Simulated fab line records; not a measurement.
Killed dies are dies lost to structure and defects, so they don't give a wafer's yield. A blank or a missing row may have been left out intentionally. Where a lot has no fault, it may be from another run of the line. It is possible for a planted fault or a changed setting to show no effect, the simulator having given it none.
fab line records || flow nand_harc || part 2 of 2: steps 32 to 39 of 39
[record] {"lots": 5, "wafers": 15, "last_day": 34}
route steps=1302 shown A_STAIRCASE@753
lots with no fault: from the same line, run without faults
start_h: hours from the record's first day to the start of the lot's first wafer shown || wait_h: hours from the lot's prior step to this one || " identical to the entry in the row above || L1.1+2: a row that stands for several wafers || - no value present, or no start provided || * or withheld: withheld || < > ~ a bound
route shown NAME@n: NAME is a module with steps in the file, n the number in the route of the first one || usual: average and standard deviation across the fault-free wafers || same: alike in all rows || chamber/n: place in a boat || sites: readings site by site || _std_site: the standard deviation of these || _edge_site: inner sites' mean taken away from outer sites' mean || radius_mm: how far each site lies from the wafer's centre || mask NAME#n: copy n || behind: tool/chamber where the wafer was last shaped || hold: the reason the lot was held/the length of the hold in hours/how it ended || device: which transistor (n, p or np) failed to switch || end of line: the tests these same wafers got at the end of their route || a step given without rows: its recipe and nothing more || killed: not the wafer's yield, but the dies lost to structure and defects at the first sort || map: per-die view of a wafer (x killed, . not killed, _ where there is no die)
set.NAME: the run value of the setting; set.NAME@STEP: its run value at that earlier step || model.NAME: the simulator's own value behind a step, which no gauge read
lots at selected steps of the route; one table per step, one row per wafer
services: from which hour (start_h, from the record's first day; less than 0 if before it) a tool's chamber was out of use, for how many hours, and why
[[steps]]
[step NHARC_A_STAIRCASE_HM_OPEN_457]
[recipe] {"o2_flow_sccm": 400, "cos_flow_sccm": 20, "ar_flow_sccm": 0, "rf_w": 500, "bias_w": 300, "chemistry": "O2/COS"}
[usual] {"drypump_motor_current_A": "5.6/0.4", "oes_product_au": "1.002/0.0085", "rf_vpp_V": "467/3.2", "showerhead_plenum_p_Torr": "3.12/0.15", "throttle_valve_pct": "28.330/0.009"}
{"lot.wafer": "L082.3", "tool": "rie_diel-13", "chamber": 1, "start_h": "-", "wait_h": "-", "drypump_motor_current_A": 5.5, "oes_product_au": 0.996, "rf_hours_counter_h": 41, "rf_vpp_V": 465, "showerhead_plenum_p_Torr": 3.02, "throttle_valve_pct": 28.317}
{"lot.wafer": "L082.5", "tool": "rie_diel-13", "chamber": 2, "start_h": "-", "wait_h": "-", "drypump_motor_current_A": 5.6, "oes_product_au": 1.004, "rf_hours_counter_h": "-", "rf_vpp_V": 466, "showerhead_plenum_p_Torr": 3.07, "throttle_valve_pct": 28.335}
{"lot.wafer": "L082.6", "tool": "rie_diel-13", "chamber": 3, "start_h": "-", "wait_h": "-", "drypump_motor_current_A": 5.7, "oes_product_au": 0.989, "rf_hours_counter_h": "-", "rf_vpp_V": 466, "showerhead_plenum_p_Torr": 3.06, "throttle_valve_pct": 28.327}
{"lot.wafer": "L083.4", "tool": "rie_diel-05", "chamber": 3, "start_h": "-", "wait_h": "-", "drypump_motor_current_A": 5.1, "oes_product_au": 1.006, "rf_hours_counter_h": 16, "rf_vpp_V": 468, "showerhead_plenum_p_Torr": 3.20, "throttle_valve_pct": 28.331}
{"lot.wafer": "L083.5", "tool": "rie_diel-05", "chamber": 0, "start_h": "-", "wait_h": "-", "drypump_motor_current_A": 5.6, "oes_product_au": 1.010, "rf_hours_counter_h": "-", "rf_vpp_V": 471, "showerhead_plenum_p_Torr": 3.34, "throttle_valve_pct": 28.326}
{"lot.wafer": "L083.6", "tool": "rie_diel-05", "chamber": 1, "start_h": "-", "wait_h": "-", "drypump_motor_current_A": 5.3, "oes_product_au": 0.996, "rf_hours_counter_h": "-", "rf_vpp_V": 462, "showerhead_plenum_p_Torr": 2.96, "throttle_valve_pct": 28.340}
{"lot.wafer": "L093.2", "tool": "rie_diel-01", "chamber": 3, "start_h": "-", "wait_h": "-", "drypump_motor_current_A": 5.1, "oes_product_au": 0.999, "rf_hours_counter_h": 3, "rf_vpp_V": 466, "showerhead_plenum_p_Torr": 3.06, "throttle_valve_pct": 28.333}
{"lot.wafer": "L093.3", "tool": "rie_diel-01", "chamber": 0, "start_h": "-", "wait_h": "-", "drypump_motor_current_A": 5.4, "oes_product_au": 1.001, "rf_hours_counter_h": 4, "rf_vpp_V": 467, "showerhead_plenum_p_Torr": 3.11, "throttle_valve_pct": 28.332}
{"lot.wafer": "L093.5", "tool": "rie_diel-01", "chamber": 3, "start_h": "-", "wait_h": "-", "drypump_motor_current_A": 5.1, "oes_product_au": 1.004, "rf_hours_counter_h": "-", "rf_vpp_V": 465, "showerhead_plenum_p_Torr": 3.06, "throttle_valve_pct": 28.342}
{"lot.wafer": "L096.2", "tool": "rie_diel-13", "chamber": 0, "start_h": "-", "wait_h": "-", "drypump_motor_current_A": 5.3, "oes_product_au": 0.995, "rf_hours_counter_h": 30, "rf_vpp_V": 463, "showerhead_plenum_p_Torr": 2.91, "throttle_valve_pct": 28.319}
{"lot.wafer": "L096.5", "tool": "rie_diel-13", "chamber": 2, "start_h": "-", "wait_h": "-", "drypump_motor_current_A": 5.6, "oes_product_au": 1.008, "rf_hours_counter_h": "-", "rf_vpp_V": 466, "showerhead_plenum_p_Torr": 3.05, "throttle_valve_pct": 28.329}
{"lot.wafer": "L096.6", "tool": "rie_diel-13", "chamber": 3, "start_h": "-", "wait_h": "-", "drypump_motor_current_A": 5.7, "oes_product_au": 1.001, "rf_hours_counter_h": "-", "rf_vpp_V": 467, "showerhead_plenum_p_Torr": 3.03, "throttle_valve_pct": 28.327}
{"lot.wafer": "L097.3", "tool": "rie_diel-05", "chamber": 0, "start_h": "-", "wait_h": "-", "drypump_motor_current_A": 5.6, "oes_product_au": 1.006, "rf_hours_counter_h": 3, "rf_vpp_V": 472, "showerhead_plenum_p_Torr": 3.32, "throttle_valve_pct": 28.321}
{"lot.wafer": "L097.4", "tool": "rie_diel-05", "chamber": 3, "start_h": "-", "wait_h": "-", "drypump_motor_current_A": 5.2, "oes_product_au": 1.015, "rf_hours_counter_h": 3, "rf_vpp_V": 469, "showerhead_plenum_p_Torr": 3.18, "throttle_valve_pct": 28.317}
{"lot.wafer": "L097.6", "tool": "rie_diel-05", "chamber": 0, "start_h": "-", "wait_h": "-", "drypump_motor_current_A": 5.6, "oes_product_au": 1.010, "rf_hours_counter_h": "-", "rf_vpp_V": 470, "showerhead_plenum_p_Torr": 3.32, "throttle_valve_pct": 28.321}
[step NHARC_A_STAIRCASE_STRIP_458]
[recipe] {"o2_flow_sccm": 400, "cos_flow_sccm": 20, "ar_flow_sccm": 0, "bias_w": 0, "chemistry": "O2/COS"}
{"lot.wafer": "L082.3+6+5", "tool": "rie_diel-13", "chamber": "3,2,3", "start_h": "-", "wait_h": "-"}
{"lot.wafer": "L083.4+5+6", "tool": "rie_diel-05", "chamber": "0,2,3", "start_h": "-", "wait_h": "-"}
{"lot.wafer": "L093.3+2+5", "tool": "rie_diel-01", "chamber": "3,0,2", "start_h": "-", "wait_h": "-"}
{"lot.wafer": "L096.2+5+6", "tool": "rie_diel-13", "chamber": "2,3,0", "start_h": "-", "wait_h": "-"}
{"lot.wafer": "L097.4+3+6", "tool": "rie_diel-05", "chamber": "2,3,1", "start_h": "-", "wait_h": "-"}
[step NHARC_A_STAIRCASE_ETCH_451]
[recipe] {"target_depth_a": 300, "overetch_a": 30, "time_s": 16.5, "ion_energy_ev": 100, "cf4_flow_sccm": 80, "o2_flow_sccm": 20, "ar_flow_sccm": 0, "rf_w": 300, "bias_w": 100, "chemistry": "CF4/O2"}
[usual] {"cf4_flow_sccm": "80.02/0.25", "drypump_motor_current_A": "5.6/0.42", "oes_product_au": "1.001/0.0087", "rf_vpp_V": "197.7/1.5", "showerhead_plenum_p_Torr": "1.33/0.064", "throttle_valve_pct": "13.398/0.0097"}
[same] {"time_s": 16.5}
{"lot.wafer": "L082.3", "tool": "rie_diel-13", "chamber": 0, "start_h": "-", "wait_h": "-", "cf4_flow_sccm": 79.82, "drypump_motor_current_A": 5.3, "oes_product_au": 0.993, "rf_hours_counter_h": 40, "rf_vpp_V": 195.7, "showerhead_plenum_p_Torr": 1.25, "throttle_valve_pct": 13.384}
{"lot.wafer": "L082.5", "tool": "rie_diel-13", "chamber": 2, "start_h": "-", "wait_h": "-", "cf4_flow_sccm": 79.64, "drypump_motor_current_A": 5.6, "oes_product_au": 1.007, "rf_hours_counter_h": "-", "rf_vpp_V": 197.2, "showerhead_plenum_p_Torr": 1.31, "throttle_valve_pct": 13.391}
{"lot.wafer": "L082.6", "tool": "rie_diel-13", "chamber": 3, "start_h": "-", "wait_h": "-", "cf4_flow_sccm": 80.30, "drypump_motor_current_A": 5.7, "oes_product_au": 0.994, "rf_hours_counter_h": "-", "rf_vpp_V": 196.5, "showerhead_plenum_p_Torr": 1.31, "throttle_valve_pct": 13.402}
{"lot.wafer": "L083.4", "tool": "rie_diel-05", "chamber": 3, "start_h": "-", "wait_h": "-", "cf4_flow_sccm": 79.95, "drypump_motor_current_A": 5.1, "oes_product_au": 1.002, "rf_hours_counter_h": 16, "rf_vpp_V": 198.7, "showerhead_plenum_p_Torr": 1.37, "throttle_valve_pct": 13.389}
{"lot.wafer": "L083.6", "tool": "rie_diel-05", "chamber": 2, "start_h": "-", "wait_h": "-", "cf4_flow_sccm": 80.08, "drypump_motor_current_A": 6.5, "oes_product_au": 0.998, "rf_hours_counter_h": "-", "rf_vpp_V": 196.1, "showerhead_plenum_p_Torr": 1.24, "throttle_valve_pct": 13.411}
{"lot.wafer": "L083.5", "tool": "rie_diel-05", "chamber": 3, "start_h": "-", "wait_h": "-", "cf4_flow_sccm": 80.19, "drypump_motor_current_A": 5.1, "oes_product_au": 1.004, "rf_hours_counter_h": "-", "rf_vpp_V": 197.1, "showerhead_plenum_p_Torr": 1.37, "throttle_valve_pct": 13.386}
{"lot.wafer": "L093.3", "tool": "rie_diel-01", "chamber": 1, "start_h": "-", "wait_h": "-", "cf4_flow_sccm": 80.40, "drypump_motor_current_A": 6.2, "oes_product_au": 1.001, "rf_hours_counter_h": 5, "rf_vpp_V": 199.9, "showerhead_plenum_p_Torr": 1.41, "throttle_valve_pct": 13.396}
{"lot.wafer": "L093.2", "tool": "rie_diel-01", "chamber": 2, "start_h": "-", "wait_h": "-", "cf4_flow_sccm": 80.19, "drypump_motor_current_A": 6.0, "oes_product_au": 0.996, "rf_hours_counter_h": 4, "rf_vpp_V": 198.6, "showerhead_plenum_p_Torr": 1.41, "throttle_valve_pct": 13.394}
{"lot.wafer": "L093.5", "tool": "rie_diel-01", "chamber": 0, "start_h": "-", "wait_h": "-", "cf4_flow_sccm": 80.04, "drypump_motor_current_A": 5.3, "oes_product_au": 0.990, "rf_hours_counter_h": "-", "rf_vpp_V": 198.1, "showerhead_plenum_p_Torr": 1.33, "throttle_valve_pct": 13.400}
{"lot.wafer": "L096.2", "tool": "rie_diel-13", "chamber": 1, "start_h": "-", "wait_h": "-", "cf4_flow_sccm": 80.59, "drypump_motor_current_A": 5.5, "oes_product_au": 0.992, "rf_hours_counter_h": 25, "rf_vpp_V": 196.9, "showerhead_plenum_p_Torr": 1.28, "throttle_valve_pct": 13.404}
{"lot.wafer": "L096.6", "tool": "rie_diel-13", "chamber": 2, "start_h": "-", "wait_h": "-", "cf4_flow_sccm": 80.09, "drypump_motor_current_A": 5.6, "oes_product_au": 0.994, "rf_hours_counter_h": "-", "rf_vpp_V": 196.0, "showerhead_plenum_p_Torr": 1.30, "throttle_valve_pct": 13.403}
{"lot.wafer": "L096.5", "tool": "rie_diel-13", "chamber": 3, "start_h": "-", "wait_h": "-", "cf4_flow_sccm": 80.04, "drypump_motor_current_A": 5.7, "oes_product_au": 1.006, "rf_hours_counter_h": "-", "rf_vpp_V": 196.6, "showerhead_plenum_p_Torr": 1.30, "throttle_valve_pct": 13.396}
{"lot.wafer": "L097.4", "tool": "rie_diel-05", "chamber": 0, "start_h": "-", "wait_h": "-", "cf4_flow_sccm": 79.81, "drypump_motor_current_A": 5.6, "oes_product_au": 1.016, "rf_hours_counter_h": 3, "rf_vpp_V": 200.6, "showerhead_plenum_p_Torr": 1.42, "throttle_valve_pct": 13.419}
{"lot.wafer": "L097.3", "tool": "rie_diel-05", "chamber": 2, "start_h": "-", "wait_h": "-", "cf4_flow_sccm": 80.04, "drypump_motor_current_A": 6.5, "oes_product_au": 0.989, "rf_hours_counter_h": 3, "rf_vpp_V": 200.9, "showerhead_plenum_p_Torr": 1.44, "throttle_valve_pct": 13.398}
{"lot.wafer": "L097.6", "tool": "rie_diel-05", "chamber": 1, "start_h": "-", "wait_h": "-", "cf4_flow_sccm": 80.25, "drypump_motor_current_A": 5.3, "oes_product_au": 1.001, "rf_hours_counter_h": "-", "rf_vpp_V": 195.7, "showerhead_plenum_p_Torr": 1.26, "throttle_valve_pct": 13.385}
[step NHARC_A_STAIRCASE_ETCH_273]
[recipe] {"target_depth_a": 1.02e+05, "time_s": 2468.6, "ion_energy_ev": 800, "c4f8_flow_sccm": 80, "o2_flow_sccm": 60, "ar_flow_sccm": "withheld", "rf_w": 600, "bias_w": 3000, "chemistry": "C4F8/O2/Ar"}
[usual] {"oes_product_au": "0.940/0.012", "rf_vpp_V": "1826/12"}
[same] {"time_s": 2468.6}
{"lot.wafer": "L082.3", "tool": "rie_diel-13", "chamber": 3, "start_h": "-", "wait_h": "-", "oes_product_au": 0.925, "rf_hours_counter_h": 32, "rf_vpp_V": 1823}
{"lot.wafer": "L082.6", "tool": "rie_diel-13", "chamber": 0, "start_h": "-", "wait_h": "-", "oes_product_au": 0.943, "rf_hours_counter_h": "-", "rf_vpp_V": 1810}
{"lot.wafer": "L082.5", "tool": "rie_diel-13", "chamber": 1, "start_h": "-", "wait_h": "-", "oes_product_au": 0.947, "rf_hours_counter_h": "-", "rf_vpp_V": 1818}
{"lot.wafer": "L083.4", "tool": "rie_diel-05", "chamber": 1, "start_h": "-", "wait_h": "-", "oes_product_au": 0.933, "rf_hours_counter_h": 22, "rf_vpp_V": 1813}
{"lot.wafer": "L083.5", "tool": "rie_diel-05", "chamber": 2, "start_h": "-", "wait_h": "-", "oes_product_au": 0.925, "rf_hours_counter_h": "-", "rf_vpp_V": 1808}
{"lot.wafer": "L083.6", "tool": "rie_diel-05", "chamber": 3, "start_h": "-", "wait_h": "-", "oes_product_au": 0.925, "rf_hours_counter_h": "-", "rf_vpp_V": 1834}
{"lot.wafer": "L093.3", "tool": "rie_diel-01", "chamber": 1, "start_h": "-", "wait_h": "-", "oes_product_au": 0.935, "rf_hours_counter_h": 5, "rf_vpp_V": 1841}
{"lot.wafer": "L093.2", "tool": "rie_diel-01", "chamber": 2, "start_h": "-", "wait_h": "-", "oes_product_au": 0.925, "rf_hours_counter_h": 4, "rf_vpp_V": 1840}
{"lot.wafer": "L093.5", "tool": "rie_diel-01", "chamber": 2, "start_h": "-", "wait_h": "-", "oes_product_au": 0.922, "rf_hours_counter_h": "-", "rf_vpp_V": 1842}
{"lot.wafer": "L096.2", "tool": "rie_diel-13", "chamber": 3, "start_h": "-", "wait_h": "-", "oes_product_au": 0.946, "rf_hours_counter_h": 30, "rf_vpp_V": 1820}
{"lot.wafer": "L096.5", "tool": "rie_diel-13", "chamber": 1, "start_h": "-", "wait_h": "-", "oes_product_au": 0.953, "rf_hours_counter_h": "-", "rf_vpp_V": 1816}
{"lot.wafer": "L096.6", "tool": "rie_diel-13", "chamber": 2, "start_h": "-", "wait_h": "-", "oes_product_au": 0.942, "rf_hours_counter_h": "-", "rf_vpp_V": 1821}
{"lot.wafer": "L097.3", "tool": "rie_diel-05", "chamber": 0, "start_h": "-", "wait_h": "-", "oes_product_au": 0.946, "rf_hours_counter_h": 4, "rf_vpp_V": 1842}
{"lot.wafer": "L097.4", "tool": "rie_diel-05", "chamber": 3, "start_h": "-", "wait_h": "-", "oes_product_au": 0.960, "rf_hours_counter_h": 4, "rf_vpp_V": 1831}
{"lot.wafer": "L097.6", "tool": "rie_diel-05", "chamber": 1, "start_h": "-", "wait_h": "-", "oes_product_au": 0.944, "rf_hours_counter_h": "-", "rf_vpp_V": 1812}
[step NHARC_A_STAIRCASE_STRIP_274]
[recipe] {"o2_flow_sccm": 500, "ar_flow_sccm": 0, "bias_w": 0, "chemistry": "O2"}
[usual] {"drypump_motor_current_A": "5.6/0.4", "oes_product_au": "1.002/0.0092", "rf_vpp_V": "57.7/0.98", "showerhead_plenum_p_Torr": "3.52/0.16", "throttle_valve_pct": "17.036/0.01"}
{"lot.wafer": "L082.3", "tool": "rie_diel-13", "chamber": 3, "start_h": "-", "wait_h": "-", "drypump_motor_current_A": 5.7, "oes_product_au": 0.996, "rf_hours_counter_h": 33, "rf_vpp_V": 57.3, "showerhead_plenum_p_Torr": 3.46, "throttle_valve_pct": 17.056}
{"lot.wafer": "L082.6", "tool": "rie_diel-13", "chamber": 3, "start_h": "-", "wait_h": "-", "drypump_motor_current_A": 5.7, "oes_product_au": 0.995, "rf_hours_counter_h": "-", "rf_vpp_V": 55.7, "showerhead_plenum_p_Torr": 3.46, "throttle_valve_pct": 17.025}
{"lot.wafer": "L082.5", "tool": "rie_diel-13", "chamber": 0, "start_h": "-", "wait_h": "-", "drypump_motor_current_A": 5.3, "oes_product_au": 0.990, "rf_hours_counter_h": "-", "rf_vpp_V": 57.0, "showerhead_plenum_p_Torr": 3.31, "throttle_valve_pct": 17.043}
{"lot.wafer": "L083.4", "tool": "rie_diel-05", "chamber": 3, "start_h": "-", "wait_h": "-", "drypump_motor_current_A": 5.2, "oes_product_au": 0.990, "rf_hours_counter_h": 17, "rf_vpp_V": 58.1, "showerhead_plenum_p_Torr": 3.61, "throttle_valve_pct": 17.039}
{"lot.wafer": "L083.6", "tool": "rie_diel-05", "chamber": 2, "start_h": "-", "wait_h": "-", "drypump_motor_current_A": 6.4, "oes_product_au": 0.989, "rf_hours_counter_h": "-", "rf_vpp_V": 57.3, "showerhead_plenum_p_Torr": 3.29, "throttle_valve_pct": 17.049}
{"lot.wafer": "L083.5", "tool": "rie_diel-05", "chamber": 3, "start_h": "-", "wait_h": "-", "drypump_motor_current_A": 5.2, "oes_product_au": 1.009, "rf_hours_counter_h": "-", "rf_vpp_V": 57.2, "showerhead_plenum_p_Torr": 3.61, "throttle_valve_pct": 17.041}
{"lot.wafer": "L093.3", "tool": "rie_diel-01", "chamber": 0, "start_h": "-", "wait_h": "-", "drypump_motor_current_A": 5.4, "oes_product_au": 0.998, "rf_hours_counter_h": 5, "rf_vpp_V": 58.4, "showerhead_plenum_p_Torr": 3.52, "throttle_valve_pct": 17.034}
{"lot.wafer": "L093.2", "tool": "rie_diel-01", "chamber": 1, "start_h": "-", "wait_h": "-", "drypump_motor_current_A": 6.2, "oes_product_au": 1.018, "rf_hours_counter_h": 6, "rf_vpp_V": 58.7, "showerhead_plenum_p_Torr": 3.72, "throttle_valve_pct": 17.017}
{"lot.wafer": "L093.5", "tool": "rie_diel-01", "chamber": 0, "start_h": "-", "wait_h": "-", "drypump_motor_current_A": 5.4, "oes_product_au": 0.993, "rf_hours_counter_h": "-", "rf_vpp_V": 55.2, "showerhead_plenum_p_Torr": 3.52, "throttle_valve_pct": 17.041}
{"lot.wafer": "L096.2", "tool": "rie_diel-13", "chamber": 3, "start_h": "-", "wait_h": "-", "drypump_motor_current_A": 5.7, "oes_product_au": 1.017, "rf_hours_counter_h": 30, "rf_vpp_V": 58.1, "showerhead_plenum_p_Torr": 3.43, "throttle_valve_pct": 17.046}
{"lot.wafer": "L096.6", "tool": "rie_diel-13", "chamber": 2, "start_h": "-", "wait_h": "-", "drypump_motor_current_A": 5.6, "oes_product_au": 0.999, "rf_hours_counter_h": "-", "rf_vpp_V": 58.7, "showerhead_plenum_p_Torr": 3.45, "throttle_valve_pct": 17.037}
{"lot.wafer": "L096.5", "tool": "rie_diel-13", "chamber": 3, "start_h": "-", "wait_h": "-", "drypump_motor_current_A": 5.7, "oes_product_au": 1.018, "rf_hours_counter_h": "-", "rf_vpp_V": 57.8, "showerhead_plenum_p_Torr": 3.43, "throttle_valve_pct": 17.037}
{"lot.wafer": "L097.4", "tool": "rie_diel-05", "chamber": 1, "start_h": "-", "wait_h": "-", "drypump_motor_current_A": 5.3, "oes_product_au": 1.004, "rf_hours_counter_h": 9, "rf_vpp_V": 58.3, "showerhead_plenum_p_Torr": 3.33, "throttle_valve_pct": 17.037}
{"lot.wafer": "L097.3", "tool": "rie_diel-05", "chamber": 2, "start_h": "-", "wait_h": "-", "drypump_motor_current_A": 6.5, "oes_product_au": 0.989, "rf_hours_counter_h": 8, "rf_vpp_V": 57.9, "showerhead_plenum_p_Torr": 3.80, "throttle_valve_pct": 17.030}
{"lot.wafer": "L097.6", "tool": "rie_diel-05", "chamber": 3, "start_h": "-", "wait_h": "-", "drypump_motor_current_A": 5.2, "oes_product_au": 1.009, "rf_hours_counter_h": "-", "rf_vpp_V": 56.1, "showerhead_plenum_p_Torr": 3.59, "throttle_valve_pct": 17.043}
[step NHARC_A_STAIRCASE_STRIP_275]
[recipe] {"time_s": 900, "temp_c": 130, "chemistry": "SPM"}
[usual] {"bath_guard_temp_C": "130.2/0.55", "bath_heat_duty_pct": "14.8/1.9"}
[same] {"time_s": 900}
{"lot.wafer": "L082.6", "tool": "wet_bench-03", "chamber": 3, "start_h": 467.91, "wait_h": "-", "bath_guard_temp_C": 131.0, "bath_heat_duty_pct": 13.8}
{"lot.wafer": "L082.5", "tool": "wet_bench-03", "chamber": 4, "start_h": 467.91, "wait_h": "-", "bath_guard_temp_C": 130.2, "bath_heat_duty_pct": 15.7}
{"lot.wafer": "L082.3", "tool": "wet_bench-03", "chamber": 5, "start_h": 467.91, "wait_h": "-", "bath_guard_temp_C": 130.1, "bath_heat_duty_pct": 14.3}
{"lot.wafer": "L083.5", "tool": "wet_bench-03", "chamber": 0, "start_h": 473.54, "wait_h": "-", "bath_guard_temp_C": 129.2, "bath_heat_duty_pct": 15.7}
{"lot.wafer": "L083.6", "tool": "wet_bench-03", "chamber": 1, "start_h": 473.54, "wait_h": "-", "bath_guard_temp_C": 130.2, "bath_heat_duty_pct": 17.6}
{"lot.wafer": "L083.4", "tool": "wet_bench-03", "chamber": 2, "start_h": 473.54, "wait_h": "-", "bath_guard_temp_C": 130.1, "bath_heat_duty_pct": 10.6}
{"lot.wafer": "L093.2", "tool": "wet_bench-03", "chamber": 3, "start_h": 580.56, "wait_h": "-", "bath_guard_temp_C": 130.7, "bath_heat_duty_pct": 15.1}
{"lot.wafer": "L093.3", "tool": "wet_bench-03", "chamber": 4, "start_h": 580.56, "wait_h": "-", "bath_guard_temp_C": 130.2, "bath_heat_duty_pct": 16.5}
{"lot.wafer": "L093.5", "tool": "wet_bench-03", "chamber": 0, "start_h": 580.56, "wait_h": "-", "bath_guard_temp_C": 129.1, "bath_heat_duty_pct": 17.1}
{"lot.wafer": "L096.6", "tool": "wet_bench-03", "chamber": 3, "start_h": 596.82, "wait_h": "-", "bath_guard_temp_C": 130.8, "bath_heat_duty_pct": 13.9}
{"lot.wafer": "L096.5", "tool": "wet_bench-03", "chamber": 6, "start_h": 596.82, "wait_h": "-", "bath_guard_temp_C": 130.8, "bath_heat_duty_pct": 17.0}
{"lot.wafer": "L096.2", "tool": "wet_bench-03", "chamber": 7, "start_h": 596.82, "wait_h": "-", "bath_guard_temp_C": 130.5, "bath_heat_duty_pct": 12.4}
{"lot.wafer": "L097.3", "tool": "wet_bench-02", "chamber": 1, "start_h": 613.79, "wait_h": "-", "bath_guard_temp_C": 129.7, "bath_heat_duty_pct": 14.3}
{"lot.wafer": "L097.6", "tool": "wet_bench-02", "chamber": 4, "start_h": 613.79, "wait_h": "-", "bath_guard_temp_C": 130.9, "bath_heat_duty_pct": 15.7}
{"lot.wafer": "L097.4", "tool": "wet_bench-02", "chamber": 5, "start_h": 613.79, "wait_h": "-", "bath_guard_temp_C": 129.9, "bath_heat_duty_pct": 17.0}
[step NHARC_A_STAIRCASE_PRECLEAN_276]
[recipe] {"time_s": "*", "temp_c": 50, "bath_age_min": 0, "chemistry": "SC1"}
[usual] {"bath_guard_temp_C": "50.3/0.58", "bath_heat_duty_pct": "7.0/1.1"}
[same] {"time_s": "*"}
{"lot.wafer": "L082.6", "tool": "wet_bench-03", "chamber": 3, "start_h": "-", "wait_h": "-", "bath_guard_temp_C": 50.9, "bath_heat_duty_pct": 6.8}
{"lot.wafer": "L082.5", "tool": "wet_bench-03", "chamber": 4, "start_h": "-", "wait_h": "-", "bath_guard_temp_C": 50.2, "bath_heat_duty_pct": 8.3}
{"lot.wafer": "L082.3", "tool": "wet_bench-03", "chamber": 5, "start_h": "-", "wait_h": "-", "bath_guard_temp_C": 50.6, "bath_heat_duty_pct": 6.4}
{"lot.wafer": "L083.5", "tool": "wet_bench-03", "chamber": 0, "start_h": "-", "wait_h": "-", "bath_guard_temp_C": 49.1, "bath_heat_duty_pct": 8.0}
{"lot.wafer": "L083.6", "tool": "wet_bench-03", "chamber": 1, "start_h": "-", "wait_h": "-", "bath_guard_temp_C": 50.5, "bath_heat_duty_pct": 6.9}
{"lot.wafer": "L083.4", "tool": "wet_bench-03", "chamber": 2, "start_h": "-", "wait_h": "-", "bath_guard_temp_C": 50.5, "bath_heat_duty_pct": 5.0}
{"lot.wafer": "L093.2", "tool": "wet_bench-03", "chamber": 3, "start_h": "-", "wait_h": "-", "bath_guard_temp_C": 51.0, "bath_heat_duty_pct": 7.4}
{"lot.wafer": "L093.3", "tool": "wet_bench-03", "chamber": 4, "start_h": "-", "wait_h": "-", "bath_guard_temp_C": 50.6, "bath_heat_duty_pct": 8.1}
{"lot.wafer": "L093.5", "tool": "wet_bench-03", "chamber": 0, "start_h": "-", "wait_h": "-", "bath_guard_temp_C": 49.3, "bath_heat_duty_pct": 8.3}
{"lot.wafer": "L096.6", "tool": "wet_bench-03", "chamber": 3, "start_h": "-", "wait_h": "-", "bath_guard_temp_C": 50.8, "bath_heat_duty_pct": 7.2}
{"lot.wafer": "L096.5", "tool": "wet_bench-03", "chamber": 6, "start_h": "-", "wait_h": "-", "bath_guard_temp_C": 50.7, "bath_heat_duty_pct": 7.5}
{"lot.wafer": "L096.2", "tool": "wet_bench-03", "chamber": 7, "start_h": "-", "wait_h": "-", "bath_guard_temp_C": 50.2, "bath_heat_duty_pct": 5.7}
{"lot.wafer": "L097.3", "tool": "wet_bench-02", "chamber": 1, "start_h": "-", "wait_h": "-", "bath_guard_temp_C": 49.9, "bath_heat_duty_pct": 7.1}
{"lot.wafer": "L097.6", "tool": "wet_bench-02", "chamber": 4, "start_h": "-", "wait_h": "-", "bath_guard_temp_C": 51.4, "bath_heat_duty_pct": 8.0}
{"lot.wafer": "L097.4", "tool": "wet_bench-02", "chamber": 5, "start_h": "-", "wait_h": "-", "bath_guard_temp_C": 50.4, "bath_heat_duty_pct": 7.8}
[step NHARC_A_STAIRCASE_SRD_277]
{"lot.wafer": "L082.6+5+3", "tool": "wet_bench-03", "chamber": "3,4,5", "start_h": "-", "wait_h": "-"}
{"lot.wafer": "L083.5+6+4", "tool": "wet_bench-03", "chamber": "0,1,2", "start_h": "-", "wait_h": "-"}
{"lot.wafer": "L093.2+3+5", "tool": "wet_bench-03", "chamber": "3,4,0", "start_h": "-", "wait_h": "-"}
{"lot.wafer": "L096.6+5+2", "tool": "wet_bench-03", "chamber": "3,6,7", "start_h": "-", "wait_h": "-"}
{"lot.wafer": "L097.3+6+4", "tool": "wet_bench-02", "chamber": "1,4,5", "start_h": "-", "wait_h": "-"}
[[services]]
{"tool": "krf_scanner-02", "chamber": "-", "start_h": 439.75, "hours": 4.0, "kind": "pm"}
{"tool": "rie_diel-13", "chamber": 2, "start_h": 445.07, "hours": 16.4, "kind": "repair"}
{"tool": "pecvd-03", "chamber": "-", "start_h": 449.71, "hours": 0.7, "kind": "repair"}
{"tool": "pecvd-04", "chamber": "-", "start_h": 450.35, "hours": 13.0, "kind": "pm"}
{"tool": "rie_diel-01", "chamber": 3, "start_h": 452.02, "hours": 15.6, "kind": "repair"}
{"tool": "plasma_asher-02", "chamber": "-", "start_h": 463.46, "hours": 1.7, "kind": "repair"}
{"tool": "pecvd-03", "chamber": 2, "start_h": 466.45, "hours": 5.7, "kind": "repair"}
{"tool": "litho_track-05", "chamber": "-", "start_h": 474.00, "hours": 7.0, "kind": "pm"}
{"tool": "wet_bench-02", "chamber": "-", "start_h": 482.22, "hours": 2.7, "kind": "repair"}
{"tool": "pecvd-03", "chamber": "-", "start_h": 485.79, "hours": 0.9, "kind": "repair"}
{"tool": "rie_diel-13", "chamber": 0, "start_h": 499.96, "hours": 6.0, "kind": "repair"}
{"tool": "plasma_asher-02", "chamber": "-", "start_h": 509.83, "hours": 4.7, "kind": "repair"}
{"tool": "rie_diel-05", "chamber": 3, "start_h": 519.22, "hours": 5.4, "kind": "repair"}
{"tool": "rie_diel-13", "chamber": "-", "start_h": 520.19, "hours": 9.0, "kind": "pm"}
{"tool": "krf_scanner-04", "chamber": "-", "start_h": 526.01, "hours": 4.0, "kind": "pm"}
{"tool": "rie_diel-01", "chamber": "-", "start_h": 557.95, "hours": 9.0, "kind": "pm"}
{"tool": "wet_bench-03", "chamber": "-", "start_h": 562.40, "hours": 8.0, "kind": "pm"}
{"tool": "litho_track-02", "chamber": "-", "start_h": 577.00, "hours": 7.0, "kind": "pm"}
{"tool": "rie_diel-05", "chamber": "-", "start_h": 583.68, "hours": 9.0, "kind": "pm"}
{"tool": "rie_diel-01", "chamber": 3, "start_h": 587.32, "hours": 13.6, "kind": "repair"}
{"tool": "wet_bench-02", "chamber": "-", "start_h": 596.03, "hours": 8.0, "kind": "pm"}
{"tool": "litho_track-07", "chamber": "-", "start_h": 601.01, "hours": 7.0, "kind": "pm"}
{"tool": "plasma_asher-02", "chamber": "-", "start_h": 603.24, "hours": 9.0, "kind": "pm"}
{"tool": "rie_diel-01", "chamber": 1, "start_h": 607.46, "hours": 7.0, "kind": "repair"}
